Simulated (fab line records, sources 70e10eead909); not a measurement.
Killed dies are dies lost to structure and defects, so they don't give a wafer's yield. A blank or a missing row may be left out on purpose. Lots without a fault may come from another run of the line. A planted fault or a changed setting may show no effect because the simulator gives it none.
A struck lot beside a sound one | flow nand_harc | 15 steps out of a route of 1302
Sound: wafers L952.1, L952.5, L952.6. Struck: wafer L959.6. (L959.2 of the same lot was not struck and is left out.) The cause comes at the end.
At each step with rows: each side's tool, then ch and its chambers, then its first start. Under that, the readings that differ: sound wafers | struck wafers | difference of the means | sigmas: that difference in standard deviations of wafers without a fault.
alike: readings whose means differ by less than 2 such deviations, and words and numbers that are the same on both sides. not compared: withheld readings, readings that some wafer has no value for, bounds like >300 that may hide the same value, and numbers for which the record gives no deviation and whose values overlap.
The two part at a step that has a row with sigmas, a row that says differs or no value, or rows on one side only. Numbers that don't overlap but have no deviation are shown without sigmas and don't part them. A reading that every wafer of one side lacks parts them only if that side has two wafers or more.

first, 6 steps without rows for these wafers: NHARC_A_CONTACT_COAT_36 (resist thk 90 nm); NHARC_A_CONTACT_SOFTBAKE_37 (time 55 s); NHARC_A_CONTACT_EBR_38; NHARC_A_CONTACT_EXPOSE_39 (exposes mask A CC 3); NHARC_A_CONTACT_PEB_40 (peb time 65 s); NHARC_A_CONTACT_DEVELOP_41 (develop time 35 s).
NHARC_A_CONTACT_CD_MEAS_42: target cd 300 nm.
  sound on cd_sem-03 ch 0, day 23 22:13; struck on cd_sem-02 ch 0, day 25 21:19
  alike: cd_nm
NHARC_A_CONTACT_OVL_MEAS_43:
  sound on overlay-01, day 23 22:18; struck on overlay-01, day 25 21:25
  alike: overlay_x_nm, overlay_y_nm
NHARC_A_CONTACT_INSPECT_44:
  sound on defect_inspect-01, day 23 22:20; struck on defect_inspect-02, day 25 21:26
  alike: raw_defect_count
NHARC_A_CONTACT_DESCUM_47: chemistry O2, time 3 s.
  sound on rie_diel-10 ch 0,1,3, day 23 22:25; struck on rie_diel-12 ch 0, day 25 21:31
  alike: chamber_pressure_mTorr, drypump_motor_current_A, mfc_ar_sccm, oes_product_au, rf_vpp_V, showerhead_plenum_p_Torr, throttle_valve_pct
  not compared: rf_hours_counter_h
NHARC_A_CONTACT_ETCH_48: etches the open film in CF4, target depth 39 nm, time 65 s.
  sound on rie_diel-10 ch 0,2,3, day 23 22:30; struck on rie_diel-12 ch 2, day 25 21:35
  alike: chamber_pressure_mTorr, drypump_motor_current_A, mfc_ar_sccm, oes_product_au, rf_vpp_V, showerhead_plenum_p_Torr, throttle_valve_pct
  not compared: rf_hours_counter_h
NHARC_A_CONTACT_ETCH_49: etches the open film in N2/H2, target depth 260 nm, time 475.3 s.
  sound on rie_diel-10 ch 0,2,3; struck on rie_diel-12 ch 3
  reading               | sound             | struck | difference | sigmas
  oes_product_au (a.u.) | 0.986 1.003 0.993 | 1.028  | +0.034     | +2
  alike: chamber_pressure_mTorr, drypump_motor_current_A, mfc_ar_sccm, rf_vpp_V, showerhead_plenum_p_Torr, throttle_valve_pct
  not compared: rf_hours_counter_h
NHARC_A_CONTACT_ETCH_50: etches the open film in CF4/CHF3, target depth 121 nm, time 60.5 s.
  sound on rie_diel-10 ch 0,2,3, day 23 22:56; struck on rie_diel-12 ch 1, day 25 22:03
  reading               | sound             | struck | difference | sigmas
  oes_product_au (a.u.) | 0.996 0.944 0.943 | 0.840  | -0.121     | -5
  alike: chamber_pressure_mTorr, drypump_motor_current_A, mfc_ar_sccm, rf_vpp_V, showerhead_plenum_p_Torr, throttle_valve_pct
  not compared: rf_hours_counter_h
NHARC_A_CONTACT_ETCH_51: etches the open film in O2/COS, target depth 7000 nm, time 1820 s.
  sound on rie_diel-10 ch 1,2,3; struck on rie_diel-12 ch 3
  alike: chamber_pressure_mTorr, cos_flow_sccm, drypump_motor_current_A, mfc_ar_sccm, oes_product_au, rf_vpp_V, showerhead_plenum_p_Torr, throttle_valve_pct
  not compared: rf_hours_counter_h
-- the record jumps here: 3 days lie between the struck wafers' starts before and after (it left off in module A_CONTACT and takes up again in module END, whose first step shown is number 1302 of the route) --
NHARC_END_SORT_01:
  the record has rows for the struck wafers here (prober-02 ch 0, day 29 00:31) and none for the sound ones

WHERE THEY PART
First at NHARC_A_CONTACT_ETCH_49; last, within this record, at NHARC_END_SORT_01.

WHY: what the simulator had put in
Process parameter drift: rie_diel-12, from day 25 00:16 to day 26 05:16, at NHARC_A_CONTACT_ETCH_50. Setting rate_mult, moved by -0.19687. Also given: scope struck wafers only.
